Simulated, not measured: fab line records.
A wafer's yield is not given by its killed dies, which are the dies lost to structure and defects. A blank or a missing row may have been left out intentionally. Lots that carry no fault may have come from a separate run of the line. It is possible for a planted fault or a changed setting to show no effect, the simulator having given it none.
fab line records	flow nand_harc
[record] lots = 24	wafers = 72	last_day = 24
route steps=1159 shown P_GATE@172 P_M1@300 P_M2@340
lots that met no fault: from a run of the same line without faults
start_h: the number of hours between the record's first day and the start of the first shown wafer of the lot	wait_h: hours elapsed since this lot's preceding step	" repeats the value in the row above	L1.1+2: a row that stands for several wafers	- no value, or no start was given	* or withheld: withheld	< > ~ a bound
route shown NAME@n: NAME is a module with steps in the file, n the number in the route of the first one	usual: mean and standard deviation over wafers with no fault	same: alike in all rows	chamber/n: place in a boat	sites: per-site readings	_std_site: standard deviation of those values	_edge_site: outer sites' mean less inner sites'	radius_mm: how far each site lies from the wafer's centre	mask NAME#n: copy n	behind: the last tool/chamber to shape the wafer	hold: why the lot went on hold/how many hours it stayed there/how the hold came to an end	device: names the non-switching transistor (n, p or np)	end of line: the route-end tests of the same wafers	a step without rows: its recipe alone	killed: count of dies lost to structure and defects at first sort (not the wafer's yield)	map: a wafer's dies, marking killed ones x, the rest . and places with no die _
set.NAME: setting as actually run; set.NAME@STEP: the setting as run at that earlier step	model.NAME: the simulator's own value behind a step, which no gauge read
a sample of lots followed through the steps of the route, with each step as a table and each wafer as a row
services: when a tool's chamber went out of use (start_h, in hours from the record's first day, below 0 if earlier), for how many hours, and the reason
[[steps]]
[step NHARC_P_GATE_DESCUM_48]
[recipe] time_s = 3	o2_flow_sccm = 200	ar_flow_sccm = 0	bias_power_w = 0	chemistry = O2
[usual] drypump_motor_current_A = 5.7/0.46	oes_product_au = 0.996/0.0097	rf_vpp_V = 57.7/0.89	showerhead_plenum_p_Torr = 1.89/0.073	throttle_valve_pct = 11.312/0.009
lot.wafer	tool	chamber	start_h	wait_h	drypump_motor_current_A	oes_product_au	rf_hours_counter_h	rf_vpp_V	showerhead_plenum_p_Torr	throttle_valve_pct
L074.4	rie_diel-13	3	108.17	-	6.0	0.993	0	58.5	1.98	11.313
L074.3	"	0	"	"	5.2	0.994	0	57.3	1.83	11.319
L074.2	"	2	"	"	6.0	1.010	0	57.0	1.85	11.311
L075.4	rie_diel-07	1	109.65	-	5.6	1.001	19	58.0	1.92	11.310
L075.3	"	2	"	"	5.9	0.999	19	55.6	1.95	11.316
L075.6	"	2	"	"	5.9	0.995	-	58.8	1.95	11.313
L076.1	rie_diel-13	1	115.81	-	5.4	0.987	1	57.5	1.84	11.314
L076.5	"	3	"	"	6.0	0.993	-	59.1	1.98	11.327
L076.6	"	0	"	"	5.2	1.006	-	57.9	1.83	11.330
L077.1	rie_diel-13	3	116.03	-	6.0	1.004	1	59.3	1.98	11.291
L077.6	"	0	"	"	5.2	1.012	-	57.0	1.83	11.309
L077.5	"	1	"	"	5.5	0.994	-	57.3	1.84	11.305
L078.4	rie_diel-01	3	121.97	-	5.4	0.983	56	57.6	1.90	11.313
L078.2	"	0	"	"	6.7	0.994	56	57.5	1.80	11.330
L078.1	"	1	"	"	5.1	1.017	53	57.4	1.83	11.313
L079.2	rie_diel-01	1	131.05	-	5.1	1.014	56	58.0	1.83	11.299
L079.1	"	2	"	"	6.0	0.991	54	57.7	1.99	11.310
L079.6	"	3	"	"	5.3	0.984	-	58.3	1.90	11.300
L080.3	rie_diel-13	0	137.93	-	5.2	0.998	4	59.3	1.82	11.317
L080.1	"	2	"	"	6.0	1.008	4	57.4	1.85	11.296
L080.6	"	1	"	"	5.5	0.991	-	57.2	1.84	11.301
L081.2	rie_diel-07	2	140.36	-	5.9	0.995	29	57.6	1.94	11.311
L081.1	"	0	"	"	5.8	0.991	29	58.1	2.07	11.316
L081.6	"	1	"	"	5.6	0.990	-	58.7	1.91	11.318
L082.3	rie_diel-13	2	157.19	-	6.0	1.008	9	59.0	1.85	11.328
L082.2	"	3	"	"	6.0	0.991	9	57.2	1.97	11.299
L082.6	"	0	"	"	5.2	0.992	-	56.8	1.82	11.317
L084.2	rie_diel-13	2	158.48	-	6.0	0.998	10	58.5	1.85	11.321
L084.1	"	3	"	"	6.0	0.998	10	56.6	1.97	11.311
L084.5	"	0	"	"	5.2	0.995	-	57.9	1.82	11.311
L083.1	rie_diel-13	3	158.54	-	6.0	0.998	10	56.9	1.97	11.302
L083.3	"	0	"	"	5.2	1.018	9	58.5	1.82	11.306
L083.6	"	2	"	"	6.0	1.009	-	55.2	1.85	11.323
L085.1	rie_diel-07	2	180.17	-	5.9	0.993	46	57.3	1.94	11.308
L085.4	"	0	"	"	5.8	0.998	-	58.6	2.06	11.324
L085.6	"	1	"	"	5.6	0.994	-	58.8	1.91	11.329
L088.2	rie_diel-01	1	180.48	-	5.1	1.001	15	56.5	1.82	11.316
L088.3	"	0	"	"	6.7	1.009	14	59.1	1.80	11.327
L088.6	"	2	"	"	6.0	0.988	-	57.2	1.98	11.309
L086.1	rie_diel-07	1	180.86	-	5.7	0.987	46	57.4	1.91	11.303
L086.6	"	0	"	"	5.8	1.001	-	57.0	2.06	11.320
L086.5	"	1	"	"	5.6	0.992	-	57.7	1.91	11.305
L087.4	rie_diel-01	1	186.31	-	5.1	0.994	16	55.9	1.82	11.309
L087.1	"	2	"	"	6.0	1.001	16	56.8	1.98	11.321
L087.3	"	3	"	"	5.4	0.974	15	57.2	1.89	11.308
L089.1	rie_diel-01	3	191.48	-	5.3	0.979	16	57.1	1.89	11.319
L089.5	"	0	"	"	6.7	1.013	-	58.2	1.80	11.315
L089.6	"	1	"	"	5.1	1.004	-	58.0	1.82	11.302
L090.4	rie_diel-07	1	192.59	-	5.6	1.001	50	57.3	1.91	11.310
L090.6	"	2	"	"	5.9	0.988	-	57.2	1.94	11.313
L090.5	"	3	"	"	5.2	0.987	-	55.2	1.90	11.325
L091.4	rie_diel-01	2	210.86	-	6.0	0.997	24	57.5	1.98	11.313
L091.3	"	3	"	"	5.3	0.987	22	57.8	1.89	11.321
L091.1	"	0	"	"	6.7	0.998	25	57.3	1.79	11.303
L092.4	rie_diel-13	0	211.50	-	5.2	0.996	20	57.5	1.82	11.312
L092.5	"	1	"	"	5.5	0.980	-	56.3	1.84	11.315
L092.6	"	2	"	"	6.0	1.012	-	58.8	1.84	11.332
L093.4	rie_diel-13	0	218.16	-	5.2	0.994	22	57.4	1.82	11.307
L093.3	"	2	"	"	6.0	1.008	21	57.3	1.84	11.316
L093.1	"	3	"	"	6.0	1.006	22	56.7	1.97	11.316
L094.4	rie_diel-01	2	218.64	-	6.0	0.987	27	58.5	1.98	11.305
L094.6	"	1	"	"	5.1	1.001	-	57.5	1.82	11.315
L094.5	"	2	"	"	6.0	1.001	-	59.5	1.98	11.320
L095.2	rie_diel-13	3	234.76	-	6.0	1.015	26	57.9	1.97	11.309
L095.4	"	0	"	"	5.2	0.993	26	57.5	1.82	11.320
L095.1	"	1	"	"	5.4	0.989	24	58.2	1.83	11.308
L096.4	rie_diel-01	0	234.96	-	6.7	0.998	36	58.8	1.79	11.310
L096.3	"	1	"	"	5.1	0.997	38	56.5	1.82	11.309
L096.6	"	2	"	"	6.0	0.995	-	58.2	1.97	11.307
L097.4	rie_diel-01	0	239.89	-	6.7	1.007	38	56.8	1.79	11.304
L097.2	"	1	"	"	5.1	1.002	39	57.6	1.82	11.324
L097.1	"	2	"	"	6.0	0.990	35	57.5	1.97	11.320
[step NHARC_P_GATE_STRIP_113]
[recipe] power_w = 1500	temp_c = 110	time_s = 740	chemistry = N2/H2
[usual] drypump_motor_current_A = 5.7/0.45	heater_power_w = 90/5.9
lot.wafer	tool	chamber	start_h	wait_h	drypump_motor_current_A	heater_power_w	rf_hours_counter_h
L074.2	plasma_asher-01	1	111.77	0.2	5.2	88	1
L074.3	"	1	"	"	5.2	86	-
L074.4	"	0	"	"	5.9	84	-
L075.3	plasma_asher-02	0	113.73	0.4	5.4	91	-
L075.4	"	1	"	"	6.4	98	-
L075.6	"	0	"	"	5.4	91	-
L076.1	plasma_asher-01	0	119.74	0.3	5.9	85	4
L076.6	"	1	"	"	5.2	87	-
L076.5	"	0	"	"	5.9	86	-
L077.1	plasma_asher-02	0	120.16	0.3	5.4	93	37
L077.6	"	1	"	"	6.3	99	-
L077.5	"	0	"	"	5.4	91	-
L078.1	plasma_asher-02	0	125.69	0.2	5.4	91	39
L078.2	"	1	"	"	6.3	99	39
L078.4	"	1	"	"	6.3	100	-
L079.1	plasma_asher-02	0	134.77	0.2	5.4	90	41
L079.2	"	1	"	"	6.3	98	41
L079.6	"	0	"	"	5.4	91	-
L080.1	plasma_asher-02	1	141.98	0.3	6.3	100	44
L080.3	"	0	"	"	5.4	91	-
L080.6	"	1	"	"	6.3	97	-
L081.1	plasma_asher-01	0	144.36	0.2	5.9	85	11
L081.2	"	1	"	"	5.2	89	11
L081.6	"	1	"	"	5.2	87	-
L082.2	plasma_asher-01	0	160.98	0.2	6.0	87	16
L082.3	"	1	"	"	5.2	87	-
L082.6	"	0	"	"	5.9	86	-
L084.2	plasma_asher-02	1	162.27	0.3	6.4	102	51
L084.1	"	0	"	"	5.4	90	51
L084.5	"	1	"	"	6.4	98	-
L083.1	plasma_asher-01	0	162.44	0.2	5.9	85	17
L083.3	"	0	"	"	5.9	85	-
L083.6	"	1	"	"	5.2	87	-
L085.1	plasma_asher-01	1	184.28	0.6	5.2	87	25
L085.4	"	1	"	"	5.2	88	-
L085.6	"	0	"	"	5.9	87	-
L088.2	plasma_asher-01	0	185.37	1.2	5.9	86	26
L088.3	"	1	"	"	5.2	87	-
L088.6	"	0	"	"	5.9	85	-
L086.1	plasma_asher-01	0	186.55	2.0	5.9	84	27
L086.5	"	1	"	"	5.2	89	-
L086.6	"	0	"	"	5.9	83	-
L087.1	plasma_asher-01	1	191.32	0.4	5.2	89	30
L087.4	"	1	"	"	5.2	88	-
L087.3	"	0	"	"	5.9	85	-
L089.1	plasma_asher-02	0	195.35	0.2	5.4	83	1
L089.6	"	0	"	"	5.4	84	-
L089.5	"	1	"	"	6.3	100	-
L090.4	plasma_asher-02	1	196.61	0.3	6.3	98	-
L090.6	"	1	"	"	6.3	100	-
L090.5	"	0	"	"	5.4	84	-
L091.1	plasma_asher-02	1	214.57	0.2	6.3	102	7
L091.3	"	1	"	"	6.3	99	-
L091.4	"	0	"	"	5.4	86	-
L092.4	plasma_asher-02	1	215.86	0.6	6.3	99	-
L092.6	"	1	"	"	6.3	100	-
L092.5	"	0	"	"	5.4	84	-
L093.1	plasma_asher-01	1	222.00	0.2	5.2	87	40
L093.3	"	1	"	"	5.2	89	-
L093.4	"	0	"	"	5.9	84	-
L094.4	plasma_asher-02	1	222.71	0.3	6.3	96	-
L094.6	"	1	"	"	6.3	97	-
L094.5	"	0	"	"	5.4	83	-
L095.2	plasma_asher-01	0	238.48	0.2	5.9	87	44
L095.1	"	1	"	"	5.2	87	44
L095.4	"	1	"	"	5.2	89	-
L096.3	plasma_asher-02	1	239.02	0.4	6.3	100	-
L096.4	"	0	"	"	5.4	83	-
L096.6	"	0	"	"	5.4	84	-
L097.1	plasma_asher-02	0	243.71	0.2	5.4	84	17
L097.2	"	1	"	"	6.3	98	17
L097.4	"	0	"	"	5.4	83	-
[step NHARC_P_M1_ETCH_15]
[recipe] target_depth_a = 1825	time_s = 91.2	c4f8_flow_sccm = withheld	ar_flow_sccm = 400	rf_w = 600	bias_w = 300	chemistry = C4F8/Ar
[usual] oes_product_au = 0.951/0.024	rf_vpp_V = 440.6/2.9
lot.wafer	tool	chamber	start_h	wait_h	oes_product_au	rf_hours_counter_h	rf_vpp_V
L074.3	rie_diel-04	0	-	-	0.979	0	444.7
L074.2	"	1	"	"	0.977	0	437.9
L074.4	"	3	"	"	0.979	0	440.3
L076.1	rie_diel-06	2	-	-	0.946	5	438.4
L076.5	"	3	"	"	0.956	-	442.8
L076.6	"	0	"	"	0.972	-	439.6
L075.4	rie_diel-06	1	-	-	0.977	5	436.8
L075.3	"	2	"	"	0.963	5	437.9
L075.6	"	1	"	"	0.982	-	436.2
L077.1	rie_diel-06	1	-	-	0.943	5	437.1
L077.6	"	3	"	"	0.931	-	443.4
L077.5	"	0	"	"	0.936	-	441.8
L078.1	rie_diel-10	3	-	-	0.923	2	441.3
L078.2	"	0	"	"	0.918	3	438.7
L078.4	"	2	"	"	0.901	3	445.2
L079.1	rie_diel-04	0	-	-	0.969	2	445.5
L079.2	"	2	"	"	0.976	1	440.4
L079.6	"	0	"	"	0.951	-	444.8
L080.1	rie_diel-04	0	-	-	0.973	2	446.5
L080.3	"	1	"	"	0.980	2	438.1
L080.6	"	0	"	"	0.980	-	443.7
L081.2	rie_diel-04	3	-	-	0.985	2	439.6
L081.1	"	1	"	"	0.985	2	438.4
L081.6	"	3	"	"	0.987	-	439.5
L082.2	rie_diel-06	0	-	-	0.943	8	440.4
L082.3	"	2	"	"	0.941	8	438.1
L082.6	"	1	"	"	0.964	-	437.0
L084.1	rie_diel-06	0	-	-	0.934	9	440.0
L084.2	"	1	"	"	0.916	8	436.3
L084.5	"	0	"	"	0.926	-	439.8
L083.1	rie_diel-04	0	-	-	0.958	2	446.2
L083.3	"	2	"	"	0.981	2	438.3
L083.6	"	0	"	"	0.959	-	443.0
L085.1	rie_diel-04	2	-	-	0.978	3	439.7
L085.4	"	3	"	"	0.958	3	437.5
L085.6	"	2	"	"	0.983	-	440.3
L088.3	rie_diel-06	2	-	-	0.914	10	438.6
L088.2	"	3	"	"	0.912	10	444.0
L088.6	"	2	"	"	0.913	-	438.3
L086.1	rie_diel-04	1	-	-	0.991	3	438.5
L086.6	"	1	"	"	0.991	-	438.4
L086.5	"	2	"	"	0.973	-	439.0
L087.4	rie_diel-10	0	-	-	0.932	0	437.2
L087.3	"	1	"	"	0.941	1	445.4
L087.1	"	3	"	"	0.932	1	442.1
L089.1	rie_diel-04	3	-	-	0.929	5	439.5
L089.5	"	2	"	"	0.931	-	438.2
L089.6	"	3	"	"	0.920	-	439.6
L090.4	rie_diel-04	0	-	-	0.916	5	444.6
L090.6	"	3	"	"	0.917	-	438.2
L090.5	"	0	"	"	0.919	-	443.4
L091.1	rie_diel-10	1	-	-	0.973	1	446.8
L091.4	"	2	"	"	0.957	1	444.5
L091.3	"	3	"	"	0.958	1	441.4
L092.4	rie_diel-04	2	-	-	0.969	-	439.7
L092.5	"	3	"	"	0.959	-	439.3
L092.6	"	0	"	"	0.981	-	445.9
L093.1	rie_diel-10	3	-	-	0.930	1	440.4
L093.3	"	0	"	"	0.935	1	438.9
L093.4	"	1	"	"	0.957	1	444.7
L094.4	rie_diel-06	1	-	-	0.980	13	437.7
L094.5	"	0	"	"	0.928	-	440.5
L094.6	"	1	"	"	0.976	-	437.7
L095.1	rie_diel-10	3	-	-	0.958	2	442.3
L095.2	"	1	"	"	0.957	2	444.1
L095.4	"	3	"	"	0.965	-	441.4
L096.3	rie_diel-06	1	-	-	0.976	0	438.5
L096.4	"	2	"	"	0.966	0	436.7
L096.6	"	1	"	"	0.971	-	436.4
L097.2	rie_diel-10	0	-	-	0.896	2	436.2
L097.1	"	1	"	"	0.928	2	444.8
L097.4	"	1	"	"	0.922	-	445.0
[step NHARC_P_M1_STRIP_18]
[recipe] power_w = 1000	n2_flow_sccm = 150	h2_flow_sccm = 150	ar_flow_sccm = 0	bias_w = 0	chemistry = N2/H2
[usual] drypump_motor_current_A = 5.6/0.48	oes_product_au = 0.996/0.011	rf_vpp_V = 90.6/0.95	showerhead_plenum_p_Torr = 2.04/0.1	throttle_valve_pct = 14.171/0.0097
lot.wafer	tool	chamber	start_h	wait_h	drypump_motor_current_A	oes_product_au	rf_hours_counter_h	rf_vpp_V	showerhead_plenum_p_Torr	throttle_valve_pct
L074.4	rie_diel-04	2	141.14	0.1	5.8	0.997	0	89.8	1.97	14.174
L074.2	"	3	"	"	5.4	1.002	1	89.7	1.99	14.162
L074.3	"	0	"	"	5.3	1.004	0	91.5	2.20	14.163
L076.1	rie_diel-04	0	141.59	0.1	5.3	1.010	1	91.4	2.20	14.186
L076.5	"	0	"	"	5.3	0.995	-	91.2	2.20	14.167
L076.6	"	1	"	"	6.0	1.001	-	90.2	1.97	14.162
L075.3	rie_diel-04	3	142.11	0.1	5.4	0.991	1	90.2	1.99	14.178
L075.4	"	2	"	"	5.8	0.991	1	90.1	1.97	14.167
L075.6	"	0	"	"	5.3	0.995	-	91.1	2.20	14.185
L077.1	rie_diel-10	0	142.47	0.1	4.9	0.988	3	90.1	1.94	14.177
L077.6	"	1	"	"	5.0	0.993	-	91.0	2.19	14.160
L077.5	"	2	"	"	5.8	0.965	-	92.4	2.17	14.166
L078.4	rie_diel-10	1	147.83	0.1	5.0	1.008	3	91.5	2.19	14.198
L078.1	"	2	"	"	5.8	0.984	3	92.2	2.17	14.179
L078.2	"	0	"	"	4.9	0.996	3	89.7	1.94	14.160
L079.2	rie_diel-06	2	152.69	0.1	5.8	0.982	7	90.3	1.93	14.171
L079.1	"	1	"	"	6.3	1.002	6	88.2	1.91	14.163
L079.6	"	3	"	"	4.7	0.986	-	89.7	2.13	14.173
L080.1	rie_diel-10	1	157.57	0.1	5.0	0.994	3	91.5	2.19	14.182
L080.3	"	2	"	"	5.8	0.974	3	91.5	2.17	14.171
L080.6	"	2	"	"	5.8	0.965	-	90.5	2.17	14.173
L081.2	rie_diel-06	2	159.00	0.1	5.8	0.981	7	90.0	1.93	14.170
L081.1	"	3	"	"	4.7	1.003	8	92.3	2.13	14.186
L081.6	"	2	"	"	5.8	0.991	-	89.5	1.93	14.168
L082.3	rie_diel-04	3	177.15	0.1	5.5	0.993	2	89.6	1.99	14.176
L082.2	"	0	"	"	5.3	1.003	2	91.9	2.20	14.163
L082.6	"	3	"	"	5.5	1.000	-	90.9	1.99	14.167
L084.1	rie_diel-04	0	182.27	0.1	5.3	0.996	2	92.2	2.20	14.180
L084.2	"	1	"	"	6.0	1.006	2	90.2	1.97	14.178
L084.5	"	3	"	"	5.4	0.996	-	90.4	1.99	14.170
L083.3	rie_diel-06	2	191.16	0.1	5.8	0.986	9	88.2	1.93	14.179
L083.1	"	0	"	"	5.8	1.001	9	90.0	2.01	14.173
L083.6	"	2	"	"	5.8	0.997	-	89.5	1.93	14.174
L085.1	rie_diel-04	1	198.41	0.1	6.0	1.006	3	90.7	1.97	14.177
L085.4	"	0	"	"	5.3	1.002	3	92.1	2.20	14.159
L085.6	"	1	"	"	6.0	1.004	-	90.0	1.97	14.169
L088.3	rie_diel-04	3	198.73	0.1	5.4	0.989	3	90.1	1.99	14.165
L088.2	"	1	"	"	6.0	1.005	3	90.9	1.97	14.173
L088.6	"	3	"	"	5.5	0.994	-	90.6	1.99	14.180
L086.1	rie_diel-06	0	199.52	0.1	5.8	0.990	11	90.0	2.01	14.176
L086.5	"	2	"	"	5.8	0.981	-	88.7	1.93	14.176
L086.6	"	3	"	"	4.7	1.000	-	92.3	2.13	14.166
L087.4	rie_diel-04	0	212.31	0.1	5.3	0.994	5	92.1	2.20	14.193
L087.3	"	1	"	"	6.0	1.010	5	90.8	1.97	14.172
L087.1	"	2	"	"	5.8	1.006	5	89.9	1.97	14.187
L089.1	rie_diel-10	3	217.55	0.1	6.4	0.992	1	89.5	2.06	14.163
L089.5	"	1	"	"	5.0	0.996	-	91.3	2.19	14.182
L089.6	"	2	"	"	5.8	0.984	-	91.5	2.17	14.176
L090.4	rie_diel-06	3	219.22	0.1	4.7	0.995	13	89.8	2.13	14.167
L090.5	"	2	"	"	5.8	0.993	-	88.7	1.93	14.173
L090.6	"	3	"	"	4.7	0.992	-	91.5	2.13	14.158
L091.3	rie_diel-06	3	229.49	0.1	4.7	1.003	13	90.1	2.13	14.160
L091.1	"	1	"	"	6.3	1.023	13	89.6	1.91	14.184
L091.4	"	2	"	"	5.8	1.002	11	90.2	1.93	14.184
L092.4	rie_diel-10	1	230.19	0.1	5.0	0.988	1	92.5	2.19	14.175
L092.6	"	2	"	"	5.8	0.988	-	91.8	2.17	14.163
L092.5	"	3	"	"	6.4	0.987	-	91.8	2.06	14.173
L093.1	rie_diel-04	0	237.28	0.1	5.4	0.999	5	92.0	2.20	14.161
L093.3	"	3	"	"	5.4	1.000	6	90.6	1.99	14.171
L093.4	"	1	"	"	6.0	1.012	-	90.0	1.97	14.173
L094.4	rie_diel-06	2	237.83	0.1	5.8	0.980	11	89.6	1.93	14.175
L094.6	"	0	"	"	5.8	0.992	-	91.2	2.01	14.164
L094.5	"	1	"	"	6.2	1.008	-	90.0	1.91	14.177
L095.1	rie_diel-04	1	255.70	0.1	6.0	1.024	7	88.9	1.97	14.175
L095.4	"	3	"	"	5.5	1.001	6	90.5	1.99	14.161
L095.2	"	0	"	"	5.3	0.998	7	91.0	2.19	14.180
L096.3	rie_diel-10	3	256.12	0.1	6.4	1.000	2	91.4	2.06	14.175
L096.6	"	0	"	"	4.9	0.985	-	89.7	1.94	14.168
L096.4	"	1	"	"	5.0	0.988	-	91.5	2.19	14.165
L097.1	rie_diel-06	1	263.06	0.1	6.3	1.001	0	89.1	1.90	14.174
L097.2	"	2	"	"	5.8	1.000	0	88.7	1.93	14.165
L097.4	"	0	"	"	5.7	1.010	0	91.7	2.01	14.163
[step NHARC_P_M2_PVD_20]
[recipe] target_thk_a = 50	bias_v = 168.6	power_w = 15000	chamber_pressure_pa = 0.12	time_s = 8.06	substrate_temp_c = 50	material = TaN
[usual] throttle_valve_pct = 30.2/0.7
lot.wafer	tool	chamber	start_h	wait_h	throttle_valve_pct
L074.4	pvd_sputter-02	-	-	-	29.1
L074.2	"	-	"	"	30.5
L074.3	"	-	"	"	31.0
L076.1	pvd_sputter-03	-	-	-	29.0
L076.6	"	-	"	"	30.7
L076.5	"	-	"	"	29.9
L075.3	pvd_sputter-02	-	-	-	29.6
L075.4	"	-	"	"	30.8
L075.6	"	-	"	"	29.5
L077.1	pvd_sputter-01	-	-	-	30.5
L077.5	"	-	"	"	30.0
L077.6	"	-	"	"	30.9
L078.4	pvd_sputter-01	-	-	-	29.9
L078.2	"	-	"	"	30.6
L078.1	"	-	"	"	30.1
L079.1	pvd_sputter-01	-	-	-	30.5
L079.2	"	-	"	"	29.9
L079.6	"	-	"	"	29.9
L080.1	pvd_sputter-03	-	-	-	30.1
L080.3	"	-	"	"	30.7
L080.6	"	-	"	"	30.7
L081.2	pvd_sputter-02	-	-	-	29.3
L081.1	"	-	"	"	30.9
L081.6	"	-	"	"	29.3
L082.3	pvd_sputter-01	-	-	-	30.8
L082.2	"	-	"	"	30.9
L082.6	"	-	"	"	30.9
L084.2	pvd_sputter-01	-	-	-	31.0
L084.1	"	-	"	"	30.9
L084.5	"	-	"	"	30.7
L083.1	pvd_sputter-02	-	-	-	31.0
L083.3	"	-	"	"	30.4
L083.6	"	-	"	"	29.2
L085.4	pvd_sputter-02	-	-	-	30.7
L085.1	"	-	"	"	29.3
L085.6	"	-	"	"	30.4
L088.2	pvd_sputter-01	-	-	-	30.7
L088.3	"	-	"	"	30.4
L088.6	"	-	"	"	30.7
L086.1	pvd_sputter-03	-	-	-	30.0
L086.5	"	-	"	"	29.1
L086.6	"	-	"	"	30.7
L087.4	pvd_sputter-01	-	-	-	30.9
L087.3	"	-	"	"	30.9
L087.1	"	-	"	"	31.0
L089.1	pvd_sputter-03	-	-	-	30.7
L089.6	"	-	"	"	30.6
L089.5	"	-	"	"	29.3
L090.4	pvd_sputter-01	-	-	-	31.3
L090.6	"	-	"	"	30.6
L090.5	"	-	"	"	31.1
L091.3	pvd_sputter-02	-	-	-	30.4
L091.1	"	-	"	"	30.2
L091.4	"	-	"	"	29.0
L092.4	pvd_sputter-02	-	-	-	30.4
L092.5	"	-	"	"	28.9
L092.6	"	-	"	"	30.3
L093.3	pvd_sputter-02	-	-	-	28.9
L093.4	"	-	"	"	30.5
L093.1	"	-	"	"	30.2
L094.4	pvd_sputter-03	-	-	-	30.6
L094.5	"	-	"	"	30.1
L094.6	"	-	"	"	30.8
L095.1	pvd_sputter-02	-	-	-	30.3
L095.4	"	-	"	"	30.1
L095.2	"	-	"	"	30.4
L096.4	pvd_sputter-03	-	-	-	30.8
L096.3	"	-	"	"	29.3
L096.6	"	-	"	"	29.0
L097.2	pvd_sputter-02	-	-	-	29.0
L097.4	"	-	"	"	30.6
L097.1	"	-	"	"	30.3
[step NHARC_P_M2_INSPECT_27]
[usual] raw_defect_count = 317/120
lot.wafer	tool	chamber	start_h	wait_h	raw_defect_count
L074.2	defect_inspect-01	-	147.45	0.0	233
L074.3	"	-	"	"	155
L074.4	"	-	"	"	209
L076.1	defect_inspect-02	-	148.13	0.0	358
L076.5	"	-	"	"	268
L076.6	"	-	"	"	312
L077.1	defect_inspect-01	-	148.92	0.0	158
L077.5	"	-	"	"	332
L077.6	"	-	"	"	302
L075.3	defect_inspect-02	-	148.96	0.0	580
L075.4	"	-	"	"	362
L075.6	"	-	"	"	407
L078.1	defect_inspect-02	-	154.59	0.0	417
L078.2	"	-	"	"	323
L078.4	"	-	"	"	334
L079.1	defect_inspect-02	-	158.98	0.0	123
L079.2	"	-	"	"	178
L079.6	"	-	"	"	173
L080.1	defect_inspect-02	-	164.00	0.0	301
L080.3	"	-	"	"	452
L080.6	"	-	"	"	345
L081.1	defect_inspect-01	-	165.40	0.0	458
L081.2	"	-	"	"	307
L081.6	"	-	"	"	232
L082.2	defect_inspect-01	-	184.38	0.0	167
L082.3	"	-	"	"	133
L082.6	"	-	"	"	178
L084.1	defect_inspect-01	-	189.44	0.0	375
L084.2	"	-	"	"	332
L084.5	"	-	"	"	200
L083.1	defect_inspect-02	-	197.38	0.0	367
L083.3	"	-	"	"	284
L083.6	"	-	"	"	286
L085.1	defect_inspect-02	-	204.80	0.0	294
L085.4	"	-	"	"	554
L085.6	"	-	"	"	450
L088.2	defect_inspect-01	-	205.33	0.0	221
L088.3	"	-	"	"	280
L088.6	"	-	"	"	340
L086.1	defect_inspect-02	-	205.87	0.0	464
L086.5	"	-	"	"	438
L086.6	"	-	"	"	354
L087.1	defect_inspect-01	-	218.70	0.0	263
L087.3	"	-	"	"	315
L087.4	"	-	"	"	352
L089.1	defect_inspect-02	-	223.78	0.1	548
L089.5	"	-	"	"	490
L089.6	"	-	"	"	348
L090.4	defect_inspect-01	-	225.78	0.0	217
L090.5	"	-	"	"	247
L090.6	"	-	"	"	257
L091.1	defect_inspect-02	-	236.17	0.0	273
L091.3	"	-	"	"	383
L091.4	"	-	"	"	262
L092.4	defect_inspect-02	-	236.67	0.0	491
L092.5	"	-	"	"	410
L092.6	"	-	"	"	228
L093.1	defect_inspect-01	-	244.00	0.0	282
L093.3	"	-	"	"	361
L093.4	"	-	"	"	199
L094.4	defect_inspect-01	-	244.39	0.0	240
L094.5	"	-	"	"	217
L094.6	"	-	"	"	207
L095.1	defect_inspect-01	-	262.04	0.0	281
L095.2	"	-	"	"	339
L095.4	"	-	"	"	250
L096.3	defect_inspect-01	-	262.64	0.0	359
L096.4	"	-	"	"	249
L096.6	"	-	"	"	341
L097.1	defect_inspect-02	-	269.48	0.0	295
L097.2	"	-	"	"	461
L097.4	"	-	"	"	458
[[services]]
tool	chamber	start_h	hours	kind
plasma_asher-01	-	99.00	9.0	pm
rie_diel-13	-	99.06	9.0	pm
pvd_sputter-03	-	102.00	10.0	pm
rie_diel-04	-	111.90	9.0	pm
pvd_sputter-01	-	114.69	2.0	repair
rie_diel-06	1	132.28	3.8	repair
rie_diel-01	0	136.38	7.9	repair
rie_diel-01	-	137.93	9.0	pm
pvd_sputter-01	-	158.03	10.0	pm
pvd_sputter-01	-	173.50	0.9	repair
rie_diel-10	-	176.50	9.0	pm
rie_diel-07	3	178.24	7.3	repair
plasma_asher-02	-	183.00	9.0	pm
pvd_sputter-01	-	191.58	1.5	repair
rie_diel-06	2	202.96	13.3	repair
rie_diel-10	0	207.78	2.1	repair
pvd_sputter-02	-	214.02	10.0	pm
rie_diel-04	1	228.61	4.2	repair
rie_diel-04	2	233.14	5.4	repair
rie_diel-13	-	237.43	0.3	repair
rie_diel-06	-	241.21	9.0	pm
rie_diel-10	0	248.10	6.1	repair
rie_diel-10	2	252.95	12.7	repair
pvd_sputter-01	-	257.38	5.2	repair
[[key]]
fault none
